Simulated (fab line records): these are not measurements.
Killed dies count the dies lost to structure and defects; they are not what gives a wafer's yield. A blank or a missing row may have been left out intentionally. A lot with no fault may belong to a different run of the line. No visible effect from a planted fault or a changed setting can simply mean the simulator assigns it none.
Which tool is to blame?	flow n5 finfet	69 wafers from 23 lots sampled at 6 of the route's 1938 steps

== WHAT THE GAUGES READ, wafer by wafer ==
N5_BEOL_M3_CD_MEAS_11 targets a cd of 17.05 nm. Usual: cd nm at 16.96 nm, with a standard deviation of 0.25.
lot	measured	on	cd nm (nm)	flag
L074	day 6 23:32	cd sem-01	16.98 16.71 16.82	
L075	day 7 07:58	cd sem-03	17.10 17.08 17.28	
L077	day 7 16:40	cd sem-02	17.02 16.78 16.85	
L076	day 7 17:17	cd sem-02	16.94 16.76 16.92	
L078	day 7 23:02	cd sem-01	17.22 17.31 17.19	
L079	day 8 04:09	cd sem-02	16.90 16.85 17.38	
L080	day 8 07:55	cd sem-02	16.53 16.94 16.66	
L081	day 8 17:34	cd sem-03	16.77 16.50 16.71	
L082	day 8 21:38	cd sem-02	17.44 17.07 16.94	
L083	day 9 08:01	cd sem-02	16.54 16.75 16.58	
L084	day 9 13:02	cd sem-01	16.72 16.87 16.98	
L086	day 9 15:40	cd sem-03	17.28 17.22 16.83	
L085	day 10 02:20	cd sem-01	16.83 16.70 16.95	
L088	day 10 08:17	cd sem-01	16.56 16.73 16.70	
L089	day 10 11:31	cd sem-03	16.53 17.21 16.89	
L090	day 11 04:56	cd sem-01	16.82 17.58 17.62	
L092	day 11 10:38	cd sem-03	17.05 16.87 17.02	
L091	day 11 10:40	cd sem-02	17.06 17.12 17.19	
L093	day 11 23:04	cd sem-02	16.98 17.13 16.69	
L094	day 12 01:28	cd sem-03	16.98 16.95 16.87	
L095	day 12 11:10	cd sem-01	16.77 16.79 16.68	
L096	day 12 12:46	cd sem-01	16.88 16.91 16.45	
L097	day 12 18:24	cd sem-01	16.93 17.08 16.78	

N5_BEOL_M3_OVL_MEAS_29. Usual: for V2_OVL the level is 0.3 nm and the standard deviation is 0.84.
lot	measured	on	V2_OVL (nm)	flag
L074	day 7 00:33	overlay-02	-0.3 0.8 -0.2	
L075	day 7 08:52	overlay-01	-1.7 0.0 -1.2	
L077	day 7 17:39	overlay-01	0.3 -0.4 0.3	
L076	day 7 18:21	overlay-01	1.4 0.5 1.3	
L078	day 8 00:14	overlay-02	0.0 0.0 0.1	
L079	day 8 05:10	overlay-02	-0.4 0.3 1.6	
L080	day 8 08:56	overlay-01	0.2 1.1 0.1	
L081	day 8 18:28	overlay-02	1.5 1.2 1.7	
L082	day 8 22:32	overlay-01	0.4 1.6 0.8	
L083	day 9 09:05	overlay-02	0.2 1.4 0.2	
L084	day 9 14:00	overlay-01	-0.5 1.0 0.5	
L086	day 9 16:39	overlay-01	-0.6 -0.2 -1.0	
L085	day 10 03:14	overlay-02	1.7 -0.6 0.1	
L088	day 10 09:23	overlay-01	0.3 0.4 0.0	
L089	day 10 12:25	overlay-02	1.2 -0.9 -0.1	
L090	day 11 10:01	overlay-02	1.3 0.8 0.9	
L092	day 11 12:28	overlay-02	0.8 0.0 -0.6	
L091	day 11 12:31	overlay-02	0.3 0.4 0.7	
L093	day 12 00:05	overlay-02	-1.9 -1.7 0.5	
L094	day 12 02:52	overlay-01	0.6 0.0 0.8	
L095	day 12 12:17	overlay-02	0.2 -0.4 0.9	
L096	day 12 14:01	overlay-02	0.5 0.3 0.1	
L097	day 12 19:37	overlay-02	0.1 0.6 1.2	

== WHAT TOOL EACH LOT RAN ON (gives the tool, then ch and the chambers of the sampled wafers, and finally the start) ==
lot	N5_BEOL_M2_DESCUM_33	N5_BEOL_M2_SPUTTER_79	N5_BEOL_M3_ETCH_63	N5_BEOL_M3_STRIP_19
L074	rie diel-02 ch 0,1,2, day 6 17:58	pvd sputter-02, day 6 20:20	rie diel-05 ch 0,2,3, day 6 23:42	rie diel-05 ch 1,2,3, day 7 00:01
L075	rie diel-04 ch 0,2, day 6 23:41	pvd sputter-01, day 7 02:13	rie diel-06 ch 0,1,3, day 7 08:08	rie diel-03 ch 0,3, day 7 08:26
L077	rie diel-04 ch 1,2,3, day 7 05:16	pvd sputter-02, day 7 11:28	rie diel-03 ch 0,3, day 7 16:50	rie diel-03 ch 0,1,3, day 7 17:14
L076	rie diel-02 ch 1,2, day 7 05:46	pvd sputter-01, day 7 14:00	rie diel-06 ch 0,3, day 7 17:37	rie diel-06 ch 0,2,3, day 7 17:55
L078	rie diel-02 ch 1,2,3, day 7 14:23	pvd sputter-03, day 7 17:42	rie diel-06 ch 0,2, day 7 23:13	rie diel-03 ch 1,2,3, day 7 23:41
L079	rie diel-02 ch 0,2,3, day 7 19:20	pvd sputter-01, day 8 00:37	rie diel-05 ch 0,1,2, day 8 04:19	rie diel-05 ch 0,2,3, day 8 04:38
L080	rie diel-02 ch 1,2,3, day 8 00:12	pvd sputter-01, day 8 03:53	rie diel-06 ch 1,2,3, day 8 08:05	rie diel-05 ch 0,1,3, day 8 08:23
L081	rie diel-02 ch 0,1,3, day 8 09:03	pvd sputter-01, day 8 13:52	rie diel-06 ch 1,3, day 8 17:44	rie diel-03 ch 1,2, day 8 18:03
L082	rie diel-02 ch 0,2, day 8 13:22	pvd sputter-02, day 8 17:47	rie diel-05 ch 0,1,3, day 8 21:49	rie diel-05 ch 0,1,3, day 8 22:07
L083	rie diel-04 ch 0,1,2, day 9 00:47	pvd sputter-02, day 9 04:17	rie diel-05 ch 0,1,3, day 9 08:13	rie diel-05 ch 0,2,3, day 9 08:31
L084	rie diel-01 ch 0,2,3, day 9 04:28	pvd sputter-02, day 9 09:08	rie diel-06 ch 0,2,3, day 9 13:16	rie diel-06 ch 0,1,2, day 9 13:35
L086	rie diel-01 ch 0,1,3, day 9 07:59	pvd sputter-03, day 9 10:17	rie diel-06 ch 0,1,3, day 9 15:53	rie diel-06 ch 0,2,3, day 9 16:13
L085	rie diel-01 ch 0,1,2, day 9 18:36	pvd sputter-02, day 9 21:20	rie diel-05 ch 0,1, day 10 02:31	rie diel-05 ch 0,1, day 10 02:49
L088	rie diel-01 ch 0,1,3, day 9 23:28	pvd sputter-02, day 10 05:03	rie diel-03 ch 0,1,3, day 10 08:39	rie diel-06 ch 0,3, day 10 08:58
L089	rie diel-01 ch 1,2,3, day 10 05:08	pvd sputter-03, day 10 08:17	rie diel-05 ch 1,3, day 10 11:41	rie diel-05 ch 1,3, day 10 11:59
L090	rie diel-04 ch 0,1,2, day 10 19:38	pvd sputter-01, day 11 01:30	rie diel-05 ch 0,1, day 11 05:07	rie diel-05 ch 0,1,3, day 11 05:26
L092	rie diel-01 ch 0,1,2, day 11 03:17	pvd sputter-01, day 11 05:18	rie diel-03 ch 0,1,3, day 11 11:42	rie diel-03 ch 0,3, day 11 12:02
L091	rie diel-01 ch 0,1,3, day 11 03:26	pvd sputter-02, day 11 05:58	rie diel-05 ch 0,2,3, day 11 11:44	rie diel-03 ch 0,1,3, day 11 12:05
L093	rie diel-04 ch 0,1,2, day 11 11:56	pvd sputter-02, day 11 19:09	rie diel-03 ch 0,1,2, day 11 23:14	rie diel-06 ch 0,1,3, day 11 23:33
L094	rie diel-01 ch 0,1,2, day 11 12:06	pvd sputter-03, day 11 20:53	rie diel-06 ch 0,1, day 12 01:57	rie diel-06 ch 1,2,3, day 12 02:25
L095	rie diel-02 ch 0,1,2, day 12 04:32	pvd sputter-01, day 12 07:19	rie diel-06 ch 2,3, day 12 11:21	rie diel-06 ch 2,3, day 12 11:44
L096	rie diel-04 ch 0,1,3, day 12 06:41	pvd sputter-03, day 12 08:42	rie diel-03 ch 0,2,3, day 12 13:17	rie diel-05 ch 0,1,3, day 12 13:36
L097	rie diel-01 ch 0,1,3, day 12 12:02	pvd sputter-01, day 12 14:25	rie diel-06 ch 1,2,3, day 12 18:42	rie diel-05 ch 2,3, day 12 19:04
- N5_BEOL_M2_DESCUM_33: chemistry O2, time 7 s.
- N5_BEOL_M2_SPUTTER_79: material Cu, target thk 4.5 nm, time 8.29 s.
- N5_BEOL_M3_ETCH_63: etches SiARC in CF4, target depth 15.6 nm, time 26 s.
- N5_BEOL_M3_STRIP_19: strips in O2.

== WHAT THE TOOLS THEMSELVES READ (means of the sampled wafers that have a number; where no wafer has one, the mark that the record gives instead) ==
N5_BEOL_M2_DESCUM_33. Usual: drypump motor current A 5.9 A, standard deviation 0.38; oes product au 0.82 a.u., standard deviation 0.09; rf vpp V 243.3 V, standard deviation 1.1; showerhead plenum p Torr 2.10 Torr, standard deviation 0.051; temp c 40.00 C, standard deviation 0.12; throttle valve pct 20.5 %, standard deviation 0.31.
lot	tool	drypump motor current A (A)	oes product au (a.u.)	rf vpp V (V)	showerhead plenum p Torr (Torr)	temp c (C)	throttle valve pct (%)	flag
L074	rie diel-02	6.0	0.83	243.6	2.13	40.17	20.5	
L075	rie diel-04	5.6	0.78	244.2	2.16	39.91	20.5	
L077	rie diel-04	5.7	0.74	243.4	2.09	39.92	20.6	
L076	rie diel-02	6.2	0.87	243.8	2.14	40.12	20.4	
L078	rie diel-02	6.0	0.80	244.5	2.14	40.05	20.3	
L079	rie diel-02	5.8	0.76	244.1	2.12	40.05	20.4	
L080	rie diel-02	6.0	0.80	243.6	2.13	40.01	20.4	
L081	rie diel-02	5.9	0.78	244.0	2.13	40.04	20.5	
L082	rie diel-02	6.0	0.79	243.5	2.11	40.13	20.4	
L083	rie diel-04	5.9	0.80	242.6	2.11	39.99	20.4	
L084	rie diel-01	6.0	0.82	242.9	2.08	39.97	20.6	
L086	rie diel-01	5.8	0.81	242.9	2.08	40.00	20.7	
L085	rie diel-01	6.1	0.87	242.8	2.09	40.00	20.4	
L088	rie diel-01	5.7	0.81	243.1	2.08	40.06	20.7	
L089	rie diel-01	5.9	0.88	243.9	2.12	39.89	20.5	
L090	rie diel-04	6.0	0.90	244.1	2.11	39.96	20.3	
L092	rie diel-01	6.0	0.85	243.7	2.09	39.97	20.5	
L091	rie diel-01	5.8	0.80	243.3	2.08	39.97	20.8	
L093	rie diel-04	6.0	0.89	242.6	2.10	39.86	20.3	
L094	rie diel-01	6.1	0.84	243.1	2.08	40.02	20.5	
L095	rie diel-02	6.0	0.78	243.5	2.11	39.99	20.5	
L096	rie diel-04	5.9	0.87	243.0	2.06	39.97	20.3	
L097	rie diel-01	5.8	0.78	243.3	2.08	39.91	20.7	

N5_BEOL_M2_SPUTTER_79. Usual: chamber pressure pa 0.07 Pa, standard deviation 0.00015; throttle valve pct 29.8 %, standard deviation 1.
lot	tool	chamber pressure pa (Pa)	throttle valve pct (%)	flag
L074	pvd sputter-02	0.07	30.3	
L075	pvd sputter-01	0.07	29.7	
L077	pvd sputter-02	0.07	28.7	
L076	pvd sputter-01	0.07	29.9	
L078	pvd sputter-03	0.07	29.9	
L079	pvd sputter-01	0.07	29.6	
L080	pvd sputter-01	0.07	29.6	
L081	pvd sputter-01	0.07	28.9	
L082	pvd sputter-02	0.07	29.2	
L083	pvd sputter-02	0.07	29.5	
L084	pvd sputter-02	0.07	29.0	
L086	pvd sputter-03	0.07	29.9	
L085	pvd sputter-02	0.07	29.2	
L088	pvd sputter-02	0.07	30.1	
L089	pvd sputter-03	0.07	30.0	
L090	pvd sputter-01	0.07	28.6	
L092	pvd sputter-01	0.07	30.5	
L091	pvd sputter-02	0.07	28.6	
L093	pvd sputter-02	0.07	30.2	
L094	pvd sputter-03	0.07	29.7	
L095	pvd sputter-01	0.07	30.4	
L096	pvd sputter-03	0.07	30.0	
L097	pvd sputter-01	0.07	30.4	

N5_BEOL_M3_ETCH_63. Usual: drypump motor current A 5.75 A, standard deviation 0.25; etch rf on time s 25.8 s, standard deviation 0.77; oes product au 0.66 a.u., standard deviation 0.065; rf vpp V 184.1 V, standard deviation 1.2; showerhead plenum p Torr 2.15 Torr, standard deviation 0.061; throttle valve pct 15.70 %, standard deviation 0.17.
lot	tool	drypump motor current A (A)	etch rf on time s (s)	oes product au (a.u.)	rf vpp V (V)	showerhead plenum p Torr (Torr)	throttle valve pct (%)	flag
L074	rie diel-05	5.86	25.2	0.75	184.0	2.18	15.63	
L075	rie diel-06	5.84	26.1	0.68	183.8	2.19	15.76	
L077	rie diel-03	5.28	25.7	0.63	183.7	2.14	15.72	
L076	rie diel-06	5.79	25.6	0.73	183.9	2.17	15.74	
L078	rie diel-06	5.73	26.4	0.62	183.5	2.14	15.77	
L079	rie diel-05	5.73	24.9	0.69	183.2	2.13	15.57	
L080	rie diel-06	5.75	26.1	0.67	184.8	2.18	15.67	
L081	rie diel-06	5.86	26.2	0.68	184.2	2.21	15.74	
L082	rie diel-05	5.91	25.8	0.68	184.0	2.16	15.64	
L083	rie diel-05	5.90	25.6	0.68	184.4	2.16	15.65	
L084	rie diel-06	5.70	26.3	0.66	183.6	2.15	15.72	
L086	rie diel-06	5.83	25.8	0.68	184.5	2.18	15.79	
L085	rie diel-05	5.81	24.9	0.65	183.9	2.09	15.77	
L088	rie diel-03	5.62	25.8	0.61	183.8	2.10	15.80	
L089	rie diel-05	5.98	26.8	0.69	184.8	2.22	15.55	
L090	rie diel-05	5.80	25.0	0.64	182.1	2.08	15.78	
L092	rie diel-03	5.62	25.5	0.61	183.1	2.10	15.83	
L091	rie diel-05	5.85	25.1	0.71	184.6	2.16	15.69	
L093	rie diel-03	5.71	25.5	0.66	183.6	2.15	15.72	
L094	rie diel-06	5.88	26.5	0.61	184.3	2.19	15.84	
L095	rie diel-06	5.61	26.3	0.63	183.1	2.13	15.65	
L096	rie diel-03	5.40	25.7	0.65	185.3	2.17	15.70	
L097	rie diel-06	5.74	26.3	0.64	184.2	2.16	15.74	

N5_BEOL_M3_STRIP_19. Usual: drypump motor current A 5.77 A, standard deviation 0.27; oes product au 0.77 a.u., standard deviation 0.081; rf vpp V 3.7 V, standard deviation 0.46; showerhead plenum p Torr 2.10 Torr, standard deviation 0.071; temp c 40.00 C, standard deviation 0.11; throttle valve pct 16.74 %, standard deviation 0.2.
lot	tool	drypump motor current A (A)	oes product au (a.u.)	rf vpp V (V)	showerhead plenum p Torr (Torr)	temp c (C)	throttle valve pct (%)	flag
L074	rie diel-05	5.82	0.86	3.4	2.14	39.98	16.46	
L075	rie diel-03	5.33	0.73	3.4	2.07	39.90	16.69	
L077	rie diel-03	5.62	0.73	3.8	2.05	40.05	16.75	
L076	rie diel-06	5.71	0.79	3.1	2.11	40.02	16.79	
L078	rie diel-03	5.66	0.80	3.5	2.11	40.13	16.69	
L079	rie diel-05	5.85	0.84	3.7	2.12	40.11	16.68	
L080	rie diel-05	5.92	0.81	3.6	2.11	39.97	16.65	
L081	rie diel-03	5.99	0.77	3.5	2.09	39.98	16.79	
L082	rie diel-05	5.89	0.80	3.7	2.11	40.00	16.65	
L083	rie diel-05	5.86	0.83	3.5	2.12	39.99	16.70	
L084	rie diel-06	5.77	0.71	3.2	2.12	39.93	16.84	
L086	rie diel-06	5.71	0.77	3.5	2.10	40.04	16.82	
L085	rie diel-05	5.79	0.74	3.3	2.03	40.03	16.76	
L088	rie diel-06	5.82	0.77	3.9	2.11	39.94	16.91	
L089	rie diel-05	6.01	0.83	3.9	2.17	40.05	16.59	
L090	rie diel-05	5.91	0.78	3.4	2.10	40.05	16.69	
L092	rie diel-03	5.32	0.71	3.7	2.06	40.03	16.76	
L091	rie diel-03	5.63	0.70	4.0	2.04	40.10	16.81	
L093	rie diel-06	5.85	0.77	3.7	2.14	39.99	16.91	
L094	rie diel-06	5.75	0.75	3.6	2.14	40.00	16.84	
L095	rie diel-06	5.71	0.80	3.8	2.11	39.94	16.83	
L096	rie diel-05	5.91	0.77	3.6	2.10	39.94	16.70	
L097	rie diel-05	5.77	0.84	4.0	2.15	40.05	16.57	

== THE ANSWER, worked out from the rows above alone ==
Rule: a lot is off if the mean of its wafers that have a number lies more than 3 standard deviations from the usual mean. A lot without any number at a reading at which 4 lots or more have one is off too. Any other lot the step has rows for is counted as sound. First the gauges in route order, then the tools' own readings, where a lot's mean is used as printed above. The first step at which some lot is off is used, and at that step the reading that is off furthest; a lot without a number counts as furthest.
No lot is off at any reading shown: from this, nothing can be told.

== WHAT THE SIMULATOR PUT IN ==
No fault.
